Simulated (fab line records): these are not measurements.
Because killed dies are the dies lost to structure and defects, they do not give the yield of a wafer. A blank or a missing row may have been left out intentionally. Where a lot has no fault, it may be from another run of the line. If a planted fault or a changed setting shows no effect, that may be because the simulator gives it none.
Split-lot experiment -- flow n5_finfet -- route with 1938 steps; 7 lots, 39 wafers read

THE SPLIT ITSELF
At N5_ZERO_LAYER_PECVD_02 (deposits SiO2 from SiH4/N2O, target thk 10 nm, time 6 s), the setting target_thk_a was moved away from the recipe's 100 angstrom on 9 of the 39 wafers read, by -7.2% to +15.5%. The other wafers ran this setting at the recipe's value.

The split's own step is where the reading is taken.

THE READING
SiO2_of_ZERO_LAYER_PECVD_02.thk_nm (the simulator's own value, which no gauge read), in nm, at N5_ZERO_LAYER_PECVD_02 (deposits SiO2 from SiH4/N2O, target thk 10 nm, time 6 s). The file does not state a usual value for it. Across the 30 wafers here that went through the recipe, the average is 9.987 nm and the standard deviation 0.15 nm.

wafer,"tool, chamber at the split","target_thk_a as run, angstrom",against the recipe,"SiO2_of_ZERO_LAYER_PECVD_02.thk_nm, nm",against lot-mates on the recipe
L075.1,"pecvd-01, 0",100,recipe,9.817,-
L075.2,"pecvd-01, 2",100,recipe,9.801,-
L075.3,"pecvd-01, 1",100,recipe,9.722,-
L075.4,"pecvd-01, 1",100,recipe,9.866,-
L075.5,"pecvd-01, 2",100,recipe,9.812,-
L075.6,"pecvd-01, 0",100,recipe,9.957,-
L079.1,"pecvd-04, 1",92.8,-7.2%,9.362,-0.750
L079.2,"pecvd-04, 0",100,recipe,9.936,-
L079.3,"pecvd-04, 2",100,recipe,10.01,-
L079.4,"pecvd-04, 2",92.8,-7.2%,9.527,-0.585
L079.5,"pecvd-04, 0",92.8,-7.2%,9.537,-0.575
L079.6,"pecvd-04, 1",100,recipe,10.39,-
L080.1,"pecvd-02, 1",100,recipe,9.985,-
L080.2,"pecvd-02, 0",115.5,+15.5%,11.53,+1.462
L080.3,"pecvd-02, 1",100,recipe,10.16,-
L080.4,"pecvd-02, 0",100,recipe,10.06,-
L080.5,"pecvd-02, 0",115.5,+15.5%,11.55,+1.482
L080.6,"pecvd-02, 1",115.5,+15.5%,11.7,+1.632
L083.1,"pecvd-01, 0",100,recipe,10.1,-
L083.2,"pecvd-01, 1",100,recipe,10.08,-
L083.3,"pecvd-01, 1",100,recipe,10.2,-
L083.4,"pecvd-01, 0",100,recipe,10.13,-
L083.5,"pecvd-01, 1",100,recipe,10.18,-
L083.6,"pecvd-01, 0",100,recipe,10.11,-
L090.2,"pecvd-01, 1",100,recipe,9.743,-
L090.3,"pecvd-01, 2",100,recipe,9.808,-
L090.4,"pecvd-01, 2",100,recipe,10.03,-
L093.1,"pecvd-04, 0",100,recipe,9.885,-
L093.2,"pecvd-04, 1",100,recipe,9.83,-
L093.3,"pecvd-04, 2",100,recipe,9.975,-
L093.4,"pecvd-04, 1",100,recipe,9.898,-
L093.5,"pecvd-04, 0",100,recipe,10.01,-
L093.6,"pecvd-04, 2",100,recipe,10.08,-
L096.1,"pecvd-02, 2",100,recipe,9.893,-
L096.2,"pecvd-02, 0",113.8,+13.8%,11.42,+1.412
L096.3,"pecvd-02, 1",113.8,+13.8%,11.44,+1.432
L096.4,"pecvd-02, 2",100,recipe,10.11,-
L096.5,"pecvd-02, 1",113.8,+13.8%,11.43,+1.422
L096.6,"pecvd-02, 0",100,recipe,10.02,-

THE FIT
A straight line over all 39 wafers: SiO2_of_ZERO_LAYER_PECVD_02.thk_nm changes by +0.0993 nm for each +1% of target_thk_a; r = +0.97; the points scatter about the line by 0.15 nm.
The same after taking each lot's own level away (the mean of its wafers on the recipe; 39 wafers): +0.0987 nm for each +1%; r = +0.99; scatter 0.097 nm.
According to that fit, moving target_thk_a by its largest amount changes the reading by 1.5 nm.
The lots' own levels span 9.8292 to 10.1333 nm, that is 2.0 times the standard deviation above.
The two slopes are in agreement: the lot-to-lot level therefore moves the slope only a little.
Check: with one of the wafers moved furthest among these (+15.5%) left out of the fit, the line predicts +1.56 nm for it against its lot-mates. Against them it came out at +1.46 nm.

THE FILE'S OWN FIT
SiO2_of_ZERO_LAYER_PECVD_02.thk_nm changes by +0.0992 nm for each +1% of target_thk_a, r = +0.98.
